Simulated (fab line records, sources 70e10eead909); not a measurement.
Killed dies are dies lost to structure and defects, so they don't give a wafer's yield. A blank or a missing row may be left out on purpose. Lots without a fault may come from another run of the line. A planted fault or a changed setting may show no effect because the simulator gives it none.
Which tool did it? | flow nand_harc | 12 lots, 36 wafers sampled, at 6 steps of a route of 1159

WHAT THE GAUGES READ, wafer by wafer
NHARC_P_ZERO_WELL_CD_MEAS_52: target cd 2000 nm.
lot  | measured    | on        | cd_nm (nm)
L861 | day 1 17:53 | cd_sem-03 | 2000.4 1998.9 2001.8
L862 | day 1 23:36 | cd_sem-02 | 1999.0 1999.6 2000.0
L864 | day 2 11:40 | cd_sem-01 | 1998.9 2000.2 2000.6
L866 | day 2 23:52 | cd_sem-01 | 2000.5 2000.5 1999.5
L867 | day 3 05:50 | cd_sem-03 | 2000.3 2000.6 2001.4
L868 | day 3 11:45 | cd_sem-03 | 2001.5 1997.3 2001.6
L870 | day 3 23:45 | cd_sem-03 | 1998.3 2000.2 1998.4
L872 | day 4 11:52 | cd_sem-02 | 1996.8 1998.5 1998.7
L873 | day 4 17:46 | cd_sem-01 | 1997.9 1998.4 1996.1
L874 | day 4 23:38 | cd_sem-01 | 1999.4 1999.4 1999.9
L875 | day 5 05:36 | cd_sem-02 | - - -
L876 | day 5 11:44 | cd_sem-01 | 2001.0 2002.5 2001.7

NHARC_P_STI_INSPECT_11.
lot  | measured    | on                | raw_defect_count
L861 | day 2 12:17 | defect_inspect-02 | 5 2 4
L862 | day 2 16:53 | defect_inspect-02 | 2 6 3
L864 | day 3 02:09 | defect_inspect-01 | 7 6 3
L866 | day 3 17:01 | defect_inspect-02 | 13 9 7
L867 | day 3 23:01 | defect_inspect-01 | 2 5 5
L868 | day 4 05:03 | defect_inspect-01 | 3 9 7
L870 | day 4 21:21 | defect_inspect-01 | 2 5 5
L872 | day 5 05:30 | defect_inspect-01 | 2 4 4
L873 | day 5 14:01 | defect_inspect-01 | 5 7 10
L874 | day 5 13:51 | defect_inspect-01 | 7 5 9
L876 | day 6 06:13 | defect_inspect-01 | 4 5 4

NHARC_END_SORT_01.
lot  | measured     | on        | killed_at_array | killed_at_other | killed_at_periphery | killed_dies | killed_open | killed_short
L875 | day 23 01:42 | prober-01 | 19 16 16        | 3 3 4           | 655 658 657         | 677 677 677 | 5 6 3       | 5 2 1

WHICH TOOL RAN EACH LOT (tool, then ch and the chambers of the sampled wafers, then the start)
lot  | NHARC_P_ZERO_WELL_EXPOSE_49      | NHARC_P_STI_ETCH_42               | NHARC_P_STI_ETCH_31
L861 | krf_scanner-01 ch 0, day 1 17:43 | rie_diel-05 ch 0,3, day 2 12:31   | rie_diel-05 ch 1,2, no start
L862 | krf_scanner-02 ch 0, day 1 23:27 | rie_diel-10 ch 0,2, day 2 17:07   | rie_diel-10 ch 0,1,3, no start
L864 | krf_scanner-01 ch 0, day 2 11:31 | rie_diel-05 ch 0,1,2, day 3 02:23 | rie_diel-05 ch 0,2,3, no start
L866 | krf_scanner-01 ch 0, day 2 23:43 | rie_diel-05 ch 0,3, day 3 17:14   | rie_diel-05 ch 0,2,3, no start
L867 | krf_scanner-04 ch 0, day 3 05:40 | rie_diel-05 ch 1,3, day 3 23:15   | rie_diel-05 ch 1,2, no start
L868 | krf_scanner-04 ch 0, day 3 11:36 | rie_diel-04 ch 0,1,2, day 4 05:17 | rie_diel-04 ch 0,3, no start
L870 | krf_scanner-04 ch 0, day 3 23:35 | rie_diel-10 ch 0,1,2, day 4 21:35 | rie_diel-10 ch 0,1,3, no start
L872 | krf_scanner-02 ch 0, day 4 11:43 | rie_diel-10 ch 1,2, day 5 05:46   | rie_diel-10 ch 0,1, no start
L873 | krf_scanner-02 ch 0, day 4 17:37 | rie_diel-10 ch 0,1, day 5 14:14   | rie_diel-10 ch 2,3, no start
L874 | krf_scanner-02 ch 0, day 4 23:28 | rie_diel-05 ch 0,1,3, day 5 14:04 | rie_diel-05 ch 0,2,3, no start
L875 | krf_scanner-02 ch 0, day 5 05:26 | -                                 | -
L876 | krf_scanner-01 ch 0, day 5 11:35 | rie_diel-05 ch 1,3, day 6 06:27   | rie_diel-05 ch 2,3, no start
- NHARC_P_ZERO_WELL_EXPOSE_49: exposes mask P HVPW, target cd 2000 nm.
- NHARC_P_STI_ETCH_42: etches the open film in N2/H2, target depth 80 nm, overetch 24 nm, time 61 s.
- NHARC_P_STI_ETCH_31: etches the open film in CF4/CHF3, target depth 108.9 nm, time 54.5 s.

WHAT THE TOOLS THEMSELVES READ (means of the sampled wafers that have a number; where no wafer has one, the mark that the record gives instead)
NHARC_P_ZERO_WELL_EXPOSE_49.
lot  | tool           | reticle_temp_C (C)
L861 | krf_scanner-01 | 22.97
L862 | krf_scanner-02 | 22.93
L864 | krf_scanner-01 | 23.00
L866 | krf_scanner-01 | 23.08
L867 | krf_scanner-04 | 22.83
L868 | krf_scanner-04 | 22.81
L870 | krf_scanner-04 | 22.95
L872 | krf_scanner-02 | 23.08
L873 | krf_scanner-02 | 22.90
L874 | krf_scanner-02 | 22.96
L875 | krf_scanner-02 | 23.08
L876 | krf_scanner-01 | 23.08

NHARC_P_STI_ETCH_42.
lot  | tool        | drypump_motor_current_A (A) | oes_product_au (a.u.) | rf_vpp_V (V) | showerhead_plenum_p_Torr (Torr) | throttle_valve_pct (%)
L861 | rie_diel-05 | 5.3                         | 1.015                 | 432.9        | 2.12                            | 14.166
L862 | rie_diel-10 | 5.5                         | 0.988                 | 430.3        | 2.05                            | 14.169
L864 | rie_diel-05 | 5.4                         | 1.009                 | 431.3        | 2.08                            | 14.180
L866 | rie_diel-05 | 5.3                         | 1.010                 | 431.9        | 2.08                            | 14.169
L867 | rie_diel-05 | 5.5                         | 1.001                 | 429.5        | 2.03                            | 14.177
L868 | rie_diel-04 | 5.7                         | 1.007                 | 430.7        | 2.07                            | 14.168
L870 | rie_diel-10 | 5.4                         | 0.995                 | 431.9        | 2.09                            | 14.183
L872 | rie_diel-10 | 5.3                         | 1.003                 | 432.6        | 2.13                            | 14.177
L873 | rie_diel-10 | 5.0                         | 1.003                 | 433.4        | 2.14                            | 14.160
L874 | rie_diel-05 | 5.4                         | 0.992                 | 432.3        | 2.07                            | 14.164
L876 | rie_diel-05 | 5.5                         | 0.992                 | 429.2        | 2.03                            | 14.176

NHARC_P_STI_ETCH_31.
lot  | tool        | drypump_motor_current_A (A) | oes_product_au (a.u.) | rf_vpp_V (V) | showerhead_plenum_p_Torr (Torr) | throttle_valve_pct (%)
L861 | rie_diel-05 | 5.5                         | 0.969                 | 371.2        | 1.58                            | 16.802
L862 | rie_diel-10 | 5.2                         | 0.938                 | 372.0        | 1.64                            | 16.809
L864 | rie_diel-05 | 5.4                         | 0.967                 | 371.7        | 1.61                            | 16.799
L866 | rie_diel-05 | 5.4                         | 0.969                 | 371.3        | 1.61                            | 16.808
L867 | rie_diel-05 | 5.5                         | 0.921                 | 370.8        | 1.58                            | 16.799
L868 | rie_diel-04 | 5.2                         | 0.971                 | 371.5        | 1.59                            | 16.801
L870 | rie_diel-10 | 5.1                         | 0.966                 | 372.3        | 1.64                            | 16.803
L872 | rie_diel-10 | 5.0                         | 0.941                 | 373.7        | 1.65                            | 16.808
L873 | rie_diel-10 | 5.7                         | 0.945                 | 372.2        | 1.61                            | 16.797
L874 | rie_diel-05 | 5.4                         | 0.962                 | 372.1        | 1.61                            | 16.803
L876 | rie_diel-05 | 5.4                         | 0.958                 | 371.0        | 1.58                            | 16.808

THE ANSWER, worked out from the rows above alone
Rule: what is usual is taken from the lots themselves. Put in order of their means at a reading, lots are off if they are a third of the lots or fewer, leave a main group of 4 or more, and stand apart from it by a gap of 3 or more times the standard deviation of the main group's means; of several such gaps the widest counts. A main group whose means are all the same, to the digits that the tables above print for the reading, isn't used. A lot without any number at a reading at which 4 lots or more have one is off too. The other lots that the step has rows for count as sound. The gauges are gone through in route order, then the tools' own readings, and for those a lot's mean is taken as printed above. The first step at which some lot is off is used, and at that step the reading that is off furthest; a lot without a number counts as furthest.
Off: L875, at NHARC_P_ZERO_WELL_CD_MEAS_52 (cd_nm). Without a number there: L875. The main group: mean 1999.7 nm, standard deviation 1.2.
A tool fits if, at a process step before that reading, it ran every lot that is off, and no sound lot after the first of them. The gauges at NHARC_P_ZERO_WELL_CD_MEAS_52 are tried like those tools. Can't be told from this: 2 tools fit, krf_scanner-02 at NHARC_P_ZERO_WELL_EXPOSE_49, cd_sem-02 at NHARC_P_ZERO_WELL_CD_MEAS_52.

WHAT THE SIMULATOR HAD PUT IN
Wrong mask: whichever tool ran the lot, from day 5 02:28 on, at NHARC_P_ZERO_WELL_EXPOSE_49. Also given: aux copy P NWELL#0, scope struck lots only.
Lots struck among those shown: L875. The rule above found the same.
